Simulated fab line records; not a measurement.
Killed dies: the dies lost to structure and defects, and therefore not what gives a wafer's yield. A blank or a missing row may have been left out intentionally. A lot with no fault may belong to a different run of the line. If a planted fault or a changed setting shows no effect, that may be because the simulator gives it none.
Which tool was responsible?    flow n5 finfet    Sampling: 11 lots, 31 wafers, 5 of 1938 route steps

## WHAT THE GAUGES SHOWED, per wafer
N5_STI_FIN_REVEAL_INSPECT_13: inspects for defects (darkfield).
lot   measured     on                 raw defect count
L655  day 2 18:19  defect inspect-02  7 3 8
L656  day 3 02:26  defect inspect-01  15 11 9
L657  day 3 07:04  defect inspect-01  13 22 10
L660  day 3 23:52  defect inspect-02  8 6 6
L665  day 5 07:58  defect inspect-01  8 11
L666  day 5 13:59  defect inspect-02  12 12 9
L667  day 5 19:09  defect inspect-01  4 15 15
L668  day 6 00:11  defect inspect-02  571 9 8
L669  day 6 06:18  defect inspect-01  13 12 11
L670  day 6 12:57  defect inspect-01  6 21 585
L671  day 6 19:14  defect inspect-02  11 6

## EACH LOT AND THE TOOL THAT RAN IT (in order: tool; ch and the chambers of the sampled wafers; start)
lot   N5_FIN_CUT_CUT_ETCH_15           N5_FIN_CUT_STRIP_22                N5_STI_FIN_REVEAL_OXIDATION_31       N5_STI_FIN_REVEAL_STRIP_35
L655  rie si-02 ch 0,2, day 2 09:15    rie diel-02 ch 1,3, day 2 09:22    plasma asher-01 ch 0,1, day 2 17:41  wet bench-01 ch 3,5,6, day 2 17:59
L656  rie si-03 ch 0,3, day 2 16:46    rie diel-04 ch 1,3, day 2 16:53    plasma asher-01 ch 0,1, day 3 01:48  wet bench-01 ch 1,3,5, day 3 02:05
L657  rie si-03 ch 1,2, day 2 22:04    rie diel-02 ch 0,1,2, day 2 22:12  plasma asher-01 ch 0,1, day 3 06:26  wet bench-04 ch 2,3,5, day 3 06:43
L660  rie si-04 ch 0,2, day 3 14:49    rie diel-04 ch 0,1,2, day 3 14:56  plasma asher-02 ch 0,1, day 3 23:13  wet bench-04 ch 0,1,4, day 3 23:31
L665  rie si-02 ch 0,2, day 4 22:35    rie diel-02 ch 0,2, day 4 22:42    plasma asher-02 ch 0,1, day 5 07:19  wet bench-06 ch 0,4, day 5 07:37
L666  rie si-03 ch 1,3, day 5 04:49    rie diel-02 ch 0,2,3, day 5 04:57  plasma asher-01 ch 0,1, day 5 13:21  wet bench-04 ch 1,2,3, day 5 13:39
L667  rie si-02 ch 0,1, day 5 09:57    rie diel-02 ch 2,3, day 5 10:04    plasma asher-01 ch 0,1, day 5 18:32  wet bench-04 ch 0,1,7, day 5 18:49
L668  rie si-02 ch 1,2,3, day 5 15:03  rie diel-06 ch 0,1,2, day 5 15:16  plasma asher-02 ch 0,1, day 5 23:29  wet bench-04 ch 0,6,7, day 5 23:47
L669  rie si-03 ch 0,3, day 5 21:14    rie diel-04 ch 1,2,3, day 5 21:23  plasma asher-01 ch 0,1, day 6 05:39  wet bench-01 ch 1,3,6, day 6 05:58
L670  rie si-04 ch 0,2, day 6 03:22    rie diel-06 ch 0,1,3, day 6 03:29  plasma asher-01 ch 0,1, day 6 12:16  wet bench-04 ch 0,3,6, day 6 12:34
L671  rie si-03 ch 1,2, day 6 09:37    rie diel-06 ch 2,3, day 6 09:48    plasma asher-01 ch 0,1, day 6 18:34  wet bench-06 ch 2,5, day 6 18:52
- N5_FIN_CUT_CUT_ETCH_15: etches Si in HBr/Cl2/O2, target depth 100 nm, bt time 10 s, time 42.4 s.
- N5_FIN_CUT_STRIP_22: strips in N2/H2.
- N5_STI_FIN_REVEAL_OXIDATION_31: chemistry O2 PLASMA REMOTE, time 20 s.
- N5_STI_FIN_REVEAL_STRIP_35: strips Si3N4 in H3PO4, target depth 4 nm, time 39 s.

## WHAT THE TOOLS THEMSELVES READ (means of the sampled wafers that have a number; where no wafer has one, the mark that the record gives instead)
N5_FIN_CUT_CUT_ETCH_15.
lot   tool       drypump motor current A (A)  oes product au (a.u.)  throttle valve pct (%)
L655  rie si-02  6.2                          0.999                  36.84
L656  rie si-03  5.9                          0.987                  37.07
L657  rie si-03  5.1                          1.009                  37.21
L660  rie si-04  5.7                          0.986                  37.01
L665  rie si-02  6.0                          1.001                  36.95
L666  rie si-03  5.8                          1.011                  37.10
L667  rie si-02  6.3                          1.007                  37.00
L668  rie si-02  5.6                          1.006                  37.33
L669  rie si-03  5.8                          0.998                  37.00
L670  rie si-04  5.5                          0.994                  37.13
L671  rie si-03  5.3                          1.012                  37.24

N5_FIN_CUT_STRIP_22.
lot   tool         drypump motor current A (A)  h2 flow sccm (sccm)  oes product au (a.u.)  rf vpp V (V)  showerhead plenum p Torr (Torr)  temp c (C)  throttle valve pct (%)
L655  rie diel-02  5.5                          300.1                0.81                   52.5          3.45                             40.07       19.1
L656  rie diel-04  5.9                          299.3                0.81                   55.6          3.49                             40.02       19.0
L657  rie diel-02  5.8                          300.5                0.75                   53.8          3.40                             40.06       19.4
L660  rie diel-04  5.4                          300.8                0.84                   57.5          3.39                             39.99       18.9
L665  rie diel-02  5.8                          299.6                0.71                   52.5          3.40                             40.22       19.5
L666  rie diel-02  5.6                          299.5                0.73                   55.1          3.44                             39.92       19.3
L667  rie diel-02  5.9                          299.7                0.72                   52.5          3.47                             39.95       19.0
L668  rie diel-06  5.4                          299.8                0.74                   56.1          3.40                             39.97       19.1
L669  rie diel-04  5.5                          299.7                0.84                   55.7          3.39                             40.07       19.0
L670  rie diel-06  5.6                          299.6                0.72                   55.3          3.39                             39.98       19.1
L671  rie diel-06  6.0                          300.2                0.72                   52.7          3.34                             40.04       19.5

N5_STI_FIN_REVEAL_OXIDATION_31.
lot   tool             drypump motor current A (A)  heater power w (W)  temp c (C)
L655  plasma asher-01  5.4                          150                 150.07
L656  plasma asher-01  5.4                          139                 150.05
L657  plasma asher-01  5.4                          148                 150.10
L660  plasma asher-02  6.2                          162                 150.01
L665  plasma asher-02  6.1                          162                 149.81
L666  plasma asher-01  5.4                          139                 150.05
L667  plasma asher-01  5.4                          141                 150.17
L668  plasma asher-02  6.2                          161                 149.87
L669  plasma asher-01  5.4                          140                 149.91
L670  plasma asher-01  5.4                          147                 149.93
L671  plasma asher-01  5.4                          145                 149.91

N5_STI_FIN_REVEAL_STRIP_35.
lot   tool          temp c (C)
L655  wet bench-01  165.05
L656  wet bench-01  165.03
L657  wet bench-04  165.03
L660  wet bench-04  165.19
L665  wet bench-06  165.05
L666  wet bench-04  164.75
L667  wet bench-04  164.85
L668  wet bench-04  164.96
L669  wet bench-01  164.91
L670  wet bench-04  165.03
L671  wet bench-06  164.91

## THE ANSWER, worked out from the rows above alone
Rule: usual is defined by the lots themselves. Put in order of their means at a reading, lots are off if they are a third of the lots or fewer, leave a main group of 4 or more, and stand apart from it by a gap of 3 or more times the standard deviation of the main group's means; of several such gaps the widest counts. A main group is skipped when, at the precision printed for the reading in the tables above, its means are all equal. A lot without any number at a reading at which 4 lots or more have one is off too. Any other lot the step has rows for is counted as sound. First the gauges in route order, then the tools' own readings, where a lot's mean is used as printed above. The first step at which some lot is off is used, and at that step the reading that is off furthest; a lot without a number counts as furthest.
Off: L668, L670, at N5_STI_FIN_REVEAL_INSPECT_13 (raw defect count). Mean 10 and standard deviation 2.7 in the main group.
A tool fits if, at a process step before that reading, it ran every lot that is off, and no sound lot after the first of them. Gauges at N5_STI_FIN_REVEAL_INSPECT_13: tried the same way as those tools. One candidate fits, namely wet bench-04 at N5_STI_FIN_REVEAL_STRIP_35. Its last sound lot is L667 (day 5 18:49), its first lot that is off L668 (day 5 23:47): a fault that began between those two fits.

## WHAT THE SIMULATOR HAD INSERTED
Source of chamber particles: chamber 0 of wet bench-04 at N5_STI_FIN_REVEAL_STRIP_35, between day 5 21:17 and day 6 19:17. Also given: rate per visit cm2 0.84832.
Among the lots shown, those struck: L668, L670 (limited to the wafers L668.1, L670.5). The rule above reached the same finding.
